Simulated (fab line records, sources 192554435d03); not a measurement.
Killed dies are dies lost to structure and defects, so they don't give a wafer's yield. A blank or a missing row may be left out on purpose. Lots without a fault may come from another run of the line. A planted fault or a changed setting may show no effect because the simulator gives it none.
fab line records | flow n5_finfet
record lots=7 wafers=39
route steps=1938 shown BEOL_M11@1578 TV_OPEN@1890 PASSIVATION@1930
start_h: hours from the record's first day to the start of the lot's first wafer shown | wait_h: hours since the lot's step before | " the same as in the row above | L1.1+2: a row that stands for several wafers | - no value, or no start given | * or withheld: withheld | < > ~ a bound
route shown NAME@n: a module of which the file shows steps, and the number in the route of the first | usual: mean/standard deviation of fault-free wafers | same: alike in all rows | chamber/n: place in a boat | sites: the reading at each site | _std_site: their standard deviation | _edge_site: outer sites' mean less inner sites' | radius_mm: how far each site lies from the wafer's centre | mask NAME#n: copy n | behind: the tool/chamber that last shaped the wafer | hold: why the lot was held/for how many hours/how that ended | device: the transistor (n, p or np) that didn't switch | end of line: the same wafers' tests at the end of the route | a step without rows: its recipe alone | killed: dies lost to structure and defects at the first sort, not the wafer's yield | map: a wafer's dies, x killed, . not, _ none there
set.NAME: the setting as run; set.NAME@STEP: as run at that earlier step | model.NAME: the simulator's own value behind a step, which no gauge read
lots whose settings were changed on purpose; a table a step, a row a wafer
## steps
# step N5_BEOL_M11_TRENCH_ETCH_37
# recipe chemistry=C4F6/O2 target_depth_a=1488.3 target=SiCOH_lowk time_s=48 ion_energy_ev=250 pressure_mtorr=30 source_w=345 bias_w=185 Ar_flow_sccm=300 C4F6_flow_sccm=10 O2_flow_sccm=10
# columns lot.wafer tool chamber start_h wait_h set.time_s model.etch.depth_nm model.BEOL_M11.feature_depth_nm model.TiN_of_BEOL_M11_HM_DEP_02.thk_nm
L074.1 rie_diel-01 3 - - 48 146.2 146.2 16.2
L074.2 " 1 " " 48 146.2 146.2 16
L074.3 " 0 " " 67.57 209.8 209.8 14
L074.4 " 2 " " 67.57 207.5 207.6 14
L074.5 " 2 " " 67.57 207.5 207.4 14.4
L074.6 " 3 " " 48 146.3 146.2 16.2
L078.1 rie_diel-01 0 - - 48 149.3 149.2 15.8
L078.2 " 2 " " 48 148 148 16
L078.3 " 3 " " 48 146.9 147 16
L078.4 " 1 " " 48 145.1 145.2 15.6
L078.5 " 1 " " 48 146 146 15.8
L078.6 " 2 " " 48 148.8 148.8 15.4
L086.1 rie_diel-06 0 - - 48 150 150 16
L086.2 " 3 " " 48 151.7 151.6 16.2
L086.3 " 1 " " 27.23 85.57 85.6 18.2
L086.4 " 2 " " 27.23 83.92 84 18.4
L086.5 " 1 " " 48 149.6 149.6 16.6
L086.6 " 0 " " 27.23 85.62 85.6 18.2
L091.3 rie_diel-02 0 - - 48 153.7 153.6 15.6
L091.4 " 2 " " 48 147.2 147.2 16
L091.6 " 1 " " 48 149.2 149.2 16
L092.1 rie_diel-06 0 - - 63.43 195.3 195.2 14.6
L092.2 " 2 " " 63.43 193.9 193.8 14.8
L092.3 " 3 " " 48 149.4 149.4 16
L092.4 " 0 " " 48 148.5 148.6 16.2
L092.5 " 2 " " 48 147.6 147.6 16
L092.6 " 3 " " 63.43 196.1 196 14.6
L095.1 rie_diel-06 2 - - 48 149.9 150 15.8
L095.2 " 1 " " 48 149.3 149.4 16
L095.3 " 0 " " 26.52 82.09 82 18.2
L095.4 " 3 " " 48 150.9 150.8 16.2
L095.5 " 1 " " 26.52 82.65 82.6 18.2
L095.6 " 0 " " 26.52 82.28 82.2 18.2
L097.1 rie_diel-02 1 - - 66.23 202.6 202.6 14.2
L097.2 " 0 " " 48 152.3 152.2 15.6
L097.3 " 3 " " 48 145.7 145.6 16
L097.4 " 0 " " 66.23 209.2 209.2 14.2
L097.5 " 3 " " 48 145.6 145.6 15.8
L097.6 " 1 " " 66.23 201.4 201.4 14.6
# step N5_BEOL_M11_ETCH_41
# recipe chemistry=CH3F/O2 target=SiCN target_depth_a=426 taper_deg=2 time_s=86 ion_energy_ev=120 mask_material=TiN pressure_mtorr=30 source_w=395 bias_w=75 Ar_flow_sccm=150 CH3F_flow_sccm=30 O2_flow_sccm=20
# step N5_BEOL_M11_STRIP_77
# recipe chemistry=N2/H2 time_s=10 power_w=450 temp_c=40 pressure_mtorr=20 rf_frequency_hz=6e+07 bias_power_w=7 n2_flow_sccm=200 h2_flow_sccm=200
# step N5_BEOL_M11_OCD_MEAS_38
# usual trench_depth_nm=148.5/2.9
# columns lot.wafer tool chamber start_h wait_h set.time_s@BEOL_M11_TRENCH_ETCH_37 trench_depth_nm
L074.1 ocd-02 - 227.88 - 48 146.2
L074.2 " - " " 48 146.4
L074.3 " - " " 67.57 209.7
L074.4 " - " " 67.57 207.5
L074.5 " - " " 67.57 207.4
L074.6 " - " " 48 145.8
L078.1 ocd-01 - 254.63 - 48 149.7
L078.2 " - " " 48 148.5
L078.3 " - " " 48 146.9
L078.4 " - " " 48 145.0
L078.5 " - " " 48 145.8
L078.6 " - " " 48 148.9
L086.1 ocd-02 - 308.46 - 48 149.8
L086.2 " - " " 48 151.9
L086.3 " - " " 27.23 85.8
L086.4 " - " " 27.23 84.2
L086.5 " - " " 48 150.0
L086.6 " - " " 27.23 85.8
L091.3 ocd-02 - 342.79 - 48 153.4
L091.4 " - " " 48 147.4
L091.6 " - " " 48 149.3
L092.1 ocd-01 - 347.47 - 63.43 195.5
L092.2 " - " " 63.43 193.8
L092.3 " - " " 48 149.5
L092.4 " - " " 48 148.4
L092.5 " - " " 48 147.6
L092.6 " - " " 63.43 195.9
L095.1 ocd-02 - 380.86 - 48 149.6
L095.2 " - " " 48 149.7
L095.3 " - " " 26.52 82.1
L095.4 " - " " 48 151.4
L095.5 " - " " 26.52 82.6
L095.6 " - " " 26.52 82.2
L097.1 ocd-01 - 394.71 - 66.23 203.0
L097.2 " - " " 48 152.1
L097.3 " - " " 48 145.7
L097.4 " - " " 66.23 209.4
L097.5 " - " " 48 146.0
L097.6 " - " " 66.23 201.3
# step N5_BEOL_M11_HM_STRIP_39
# recipe chemistry=peroxide_tin_strip material=TiN target_depth_a=250 temp_c=50 time_s=158
# step N5_BEOL_M11_SRD_40
# recipe time_s=30 temp_c=23 rinse_liquid=diw dry=ipa_marangoni
# step N5_BEOL_M11_ECD_50
# recipe material=Cu target_thk_a=3180
# step N5_BEOL_M11_ANNEAL_51
# recipe temp_c=225 time_s=90 ambient=N2
# step N5_BEOL_M11_CMP_52
# recipe stop_on=SiCOH_lowk t_overpolish_s=7 down_force_psi=1 platen_rpm=50 clearing_platen_down_force_psi=1.5 clearing_platen_rpm=50 post_cmp_clean=cu_alkaline target_thk_nm=140 clearing_platen_pad_velocity_m_s=0.99484 pad_velocity_m_s=0.99484
# columns lot.wafer tool chamber start_h wait_h set.time_s@BEOL_M11_TRENCH_ETCH_37 model.Cu_of_BEOL_M11_ECD_50.thk_nm
L074.1 cmp-04 2 230.29 0.3 48 137
L074.3 " 3 " " 67.57 201.6
L074.4 " 0 " " 67.57 197.8
L074.2 " 1 " " 48 136.6
L074.5 " 2 " " 67.57 198.8
L074.6 " 3 " " 48 138.6
L078.1 cmp-02 2 258.08 0.3 48 141.6
L078.2 " 3 " " 48 139.8
L078.3 " 0 " " 48 139
L078.4 " 1 " " 48 138.8
L078.5 " 2 " " 48 137.6
L078.6 " 3 " " 48 141.4
L086.4 cmp-03 0 311.80 0.1 27.23 77.6
L086.3 " 1 " " 27.23 78.6
L086.2 " 2 " " 48 144.2
L086.1 " 3 " " 48 143
L086.5 " 0 " " 48 143.2
L086.6 " 1 " " 27.23 79
L091.4 cmp-04 0 344.56 0.2 48 137.4
L091.3 " 2 " " 48 144.6
L091.6 " 3 " " 48 141.8
L092.3 cmp-04 3 350.96 0.2 48 142
L092.4 " 0 " " 48 138
L092.2 " 1 " " 63.43 183.2
L092.1 " 2 " " 63.43 186.8
L092.5 " 3 " " 48 140
L092.6 " 0 " " 63.43 186.2
L095.2 cmp-04 3 382.72 0.2 48 144
L095.4 " 0 " " 48 141
L095.1 " 1 " " 48 141.4
L095.3 " 2 " " 26.52 74
L095.6 " 3 " " 26.52 75
L095.5 " 0 " " 26.52 74.8
L097.3 cmp-02 2 396.91 0.2 48 135.8
L097.1 " 3 " " 66.23 192.4
L097.4 " 0 " " 66.23 200
L097.2 " 1 " " 48 142.8
L097.6 " 2 " " 66.23 192
L097.5 " 3 " " 48 136.4
# step N5_BEOL_M11_THK_MEAS_53
# recipe thk_meas_gauge=xrf reads=Cu_of_BEOL_M11_ECD_50
# usual M11_THK=142/3.8
# columns lot.wafer tool chamber start_h wait_h set.time_s@BEOL_M11_TRENCH_ETCH_37 M11_THK[nm]
L074.1 film_metro-02 - 230.59 - 48 139
L074.2 " - " " 48 137
L074.3 " - " " 67.57 203
L074.4 " - " " 67.57 200
L074.5 " - " " 67.57 201
L074.6 " - " " 48 140
L078.1 film_metro-01 - 258.38 - 48 144
L078.2 " - " " 48 142
L078.3 " - " " 48 141
L078.4 " - " " 48 141
L078.5 " - " " 48 140
L078.6 " - " " 48 144
L086.1 film_metro-01 - 312.09 - 48 146
L086.2 " - " " 48 147
L086.3 " - " " 27.23 80
L086.4 " - " " 27.23 79
L086.5 " - " " 48 147
L086.6 " - " " 27.23 80
L091.3 film_metro-02 - 344.82 - 48 144
L091.4 " - " " 48 138
L091.6 " - " " 48 143
L092.1 film_metro-01 - 351.28 0.1 63.43 191
L092.2 " - " " 63.43 187
L092.3 " - " " 48 145
L092.4 " - " " 48 141
L092.5 " - " " 48 143
L092.6 " - " " 63.43 191
L095.1 film_metro-01 - 383.02 - 48 144
L095.2 " - " " 48 146
L095.3 " - " " 26.52 75
L095.4 " - " " 48 144
L095.5 " - " " 26.52 76
L095.6 " - " " 26.52 76
L097.1 film_metro-02 - 397.21 - 66.23 193
L097.2 " - " " 48 143
L097.3 " - " " 48 137
L097.4 " - " " 66.23 200
L097.5 " - " " 48 137
L097.6 " - " " 66.23 192
# step N5_BEOL_M11_PRE_CLEAN_55
# recipe gas=NH3 time_s=15 temp_c=withheld rf_power_w=300
# step N5_BEOL_M11_DEP_56
# recipe material=SiCN target_thk_a=300 temp_c=withheld precursor=3MS/NH3 pressure_torr=3 rf_w=675 time_s=10.5
# step N5_BEOL_M11_RS_MEAS_57
# recipe thk_meas_gauge=four-point-probe reads=Cu_of_BEOL_M11_ECD_50+Co_of_BEOL_M11_CVD_75+TaN_of_BEOL_M11_ALD_74
# usual M11_RS=0.151/0.0043
# columns lot.wafer tool chamber start_h wait_h set.time_s@BEOL_M11_TRENCH_ETCH_37 M11_RS[ohm/sq]
L074.1 film_metro-02 - 230.71 0.0 48 0.154
L074.2 " - " " 48 0.155
L074.3 " - " " 67.57 0.101
L074.4 " - " " 67.57 0.103
L074.5 " - " " 67.57 0.103
L074.6 " - " " 48 0.152
L078.1 film_metro-01 - 258.50 0.0 48 0.150
L078.2 " - " " 48 0.151
L078.3 " - " " 48 0.152
L078.4 " - " " 48 0.153
L078.5 " - " " 48 0.154
L078.6 " - " " 48 0.150
L086.1 film_metro-02 - 312.22 0.0 48 0.147
L086.2 " - " " 48 0.146
L086.3 " - " " 27.23 0.291
L086.4 " - " " 27.23 0.295
L086.5 " - " " 48 0.147
L086.6 " - " " 27.23 0.289
L091.3 film_metro-02 - 344.97 0.0 48 0.145
L091.4 " - " " 48 0.154
L091.6 " - " " 48 0.148
L092.1 film_metro-01 - 351.40 0.0 63.43 0.110
L092.2 " - " " 63.43 0.113
L092.3 " - " " 48 0.149
L092.4 " - " " 48 0.154
L092.5 " - " " 48 0.151
L092.6 " - " " 63.43 0.111
L095.1 film_metro-02 - 383.17 0.1 48 0.149
L095.2 " - " " 48 0.146
L095.3 " - " " 26.52 0.312
L095.4 " - " " 48 0.149
L095.5 " - " " 26.52 0.307
L095.6 " - " " 26.52 0.307
L097.1 film_metro-01 - 397.33 0.0 66.23 0.107
L097.2 " - " " 48 0.148
L097.3 " - " " 48 0.156
L097.4 " - " " 66.23 0.103
L097.5 " - " " 48 0.156
L097.6 " - " " 66.23 0.107
# step N5_PASSIVATION_ETCH_15
# recipe chemistry=CF4/N2 target=SiCN target_depth_a=750 taper_deg=2 time_s=81.2 ion_energy_ev=150 mask_material=SiNx pressure_mtorr=40 source_w=430 bias_w=70 Ar_flow_sccm=100 cf4_flow_sccm=60 n2_flow_sccm=60
# columns lot.wafer tool chamber start_h wait_h set.target_depth_a model.etch.depth_nm
L074.1 rie_diel-01 0 - - 1120 98.04
L074.2 " 1 " " 1120 94.24
L074.3 " 3 " " 750 64.85
L074.4 " 2 " " 1120 97.5
L074.5 " 0 " " 750 65.18
L074.6 " 3 " " 750 64.29
L078.1 rie_diel-02 2 - - 750 63.41
L078.2 " 0 " " 750 66.44
L078.3 " 3 " " 750 62.29
L078.4 " 1 " " 750 63.88
L078.5 " 0 " " 750 66.67
L078.6 " 1 " " 750 63.99
L086.1 rie_diel-06 3 - - 575.4 51.7
L086.2 " 2 " " 750 65.5
L086.3 " 0 " " 750 66.33
L086.4 " 1 " " 575.4 50.5
L086.5 " 3 " " 575.4 51.71
L086.6 " 0 " " 750 66.31
L091.3 rie_diel-02 1 - - 750 64.9
L091.4 " 1 " " 750 64.21
L091.6 " 1 " " 750 65.09
L092.1 rie_diel-01 2 - - 607.5 52.76
L092.2 " 1 " " 750 63.28
L092.3 " 3 " " 750 63.82
L092.4 " 0 " " 750 65.02
L092.5 " 0 " " 607.5 52.9
L092.6 " 1 " " 607.5 50.95
L095.1+3 rie_diel-06 1,0 - - 750 65.52
L095.2 " 2 " " 554.4 49.66
L095.4 " 1 " " 554.4 48.66
L095.5 " 2 " " 750 67.18
L095.6 " 0 " " 554.4 49.38
L097.1 rie_diel-01 3 - - 750 64.14
L097.2 " 1 " " 750 62.87
L097.3 " 2 " " 750 65.9
L097.4 " 0 " " 750 65.34
L097.5 " 0 " " 750 66.28
L097.6 " 1 " " 750 62.83
# step N5_PASSIVATION_ETCH_54
# recipe chemistry=CHF3/O2 target=SiO2 target_depth_a=8800 CHF3_flow_sccm=50 O2_flow_sccm=5 Ar_flow_sccm=200 time_s=440 mask_material=PR pressure_mtorr=30 source_w=650 bias_w=170 ion_energy_ev=200
# columns lot.wafer tool chamber start_h wait_h set.time_s model.PASSIVATION.feature_depth_nm model.etch.depth_nm
L074.1 rie_diel-03 3 262.56 0.1 440 862.4 862.5
L074.2 " 0 " " 670.7 1287 1287
L074.3 " 1 " " 670.7 1315 1315
L074.4 " 0 " " 440 837.4 837.4
L074.5 " 3 " " 670.7 1330 1330
L074.6 " 1 " " 440 864 864
L078.1 rie_diel-03 0 298.21 0.1 440 878 878.1
L078.2 " 1 " " 440 884 884
L078.3 " 3 " " 440 887 887
L078.4 " 3 " " 440 876.8 876.8
L078.5 " 0 " " 440 889.6 889.6
L078.6 " 1 " " 440 877.8 877.7
L086.1 rie_diel-03 2 348.80 0.1 670.8 1310 1310
L086.2 " 3 " " 440 875.6 875.6
L086.3 " 0 " " 670.8 1356 1356
L086.4 " 2 " " 440 859.8 859.7
L086.5 " 3 " " 440 880.6 880.5
L086.6 " 0 " " 670.8 1346 1346
L091.3 rie_diel-03 2 380.40 0.1 440 858.4 858.5
L091.4 " 1 " " 440 872.2 872.2
L091.6 " 3 " " 440 878.8 878.8
L092.1 rie_diel-03 0 388.00 0.1 440 883.4 883.5
L092.2 " 3 " " 631.5 1261 1261
L092.3 " 2 " " 440 871.6 871.7
L092.4 " 1 " " 440 878.6 878.7
L092.5 " 2 " " 631.5 1244 1244
L092.6 " 3 " " 631.5 1269 1269
L095.1 rie_diel-05 1 422.19 0.1 440 872.8 872.7
L095.2 " 2 " " 440 877.8 877.8
L095.3 " 0 " " 346.7 677 677
L095.4 " 0 " " 346.7 675.4 675.3
L095.5 " 1 " " 440 880.6 880.7
L095.6 " 2 " " 346.7 692.6 692.7
L097.1 rie_diel-04 1 436.19 0.1 667 1357 1357
L097.2 " 0 " " 667 1360 1360
L097.3 " 2 " " 440 892.4 892.3
L097.4 " 3 " " 440 890.8 890.8
L097.5 " 0 " " 440 884.4 884.4
L097.6 " 1 " " 667 1354 1354
## key
split step=N5_BEOL_M11_TRENCH_ETCH_37 setting=time_s stated=48 by=wafer
response step=N5_BEOL_M11_TRENCH_ETCH_37 reading=model.etch.depth_nm change=+1.5 per=1% r=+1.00
response step=N5_BEOL_M11_TRENCH_ETCH_37 reading=model.BEOL_M11.feature_depth_nm change=+1.5 per=1% r=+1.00
response step=N5_BEOL_M11_TRENCH_ETCH_37 reading=model.TiN_of_BEOL_M11_HM_DEP_02.thk_nm change=-0.0458 per=1% r=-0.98
response step=N5_BEOL_M11_OCD_MEAS_38 reading=trench_depth_nm change=+1.5 per=1% r=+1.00
response step=N5_BEOL_M11_CMP_52 reading=model.Cu_of_BEOL_M11_ECD_50.thk_nm change=+1.49 per=1% r=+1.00
response step=N5_BEOL_M11_THK_MEAS_53 reading=M11_THK change=+1.52 per=1% r=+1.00
response step=N5_BEOL_M11_RS_MEAS_57 reading=M11_RS change=-0.00233 per=1% r=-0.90
split step=N5_PASSIVATION_ETCH_15 setting=target_depth_a stated=750 by=wafer
response step=N5_PASSIVATION_ETCH_15 reading=model.etch.depth_nm change=+0.642 per=1% r=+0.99
split step=N5_PASSIVATION_ETCH_54 setting=time_s stated=440 by=wafer
response step=N5_PASSIVATION_ETCH_54 reading=model.PASSIVATION.feature_depth_nm change=+8.87 per=1% r=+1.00
response step=N5_PASSIVATION_ETCH_54 reading=model.etch.depth_nm change=+8.87 per=1% r=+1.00
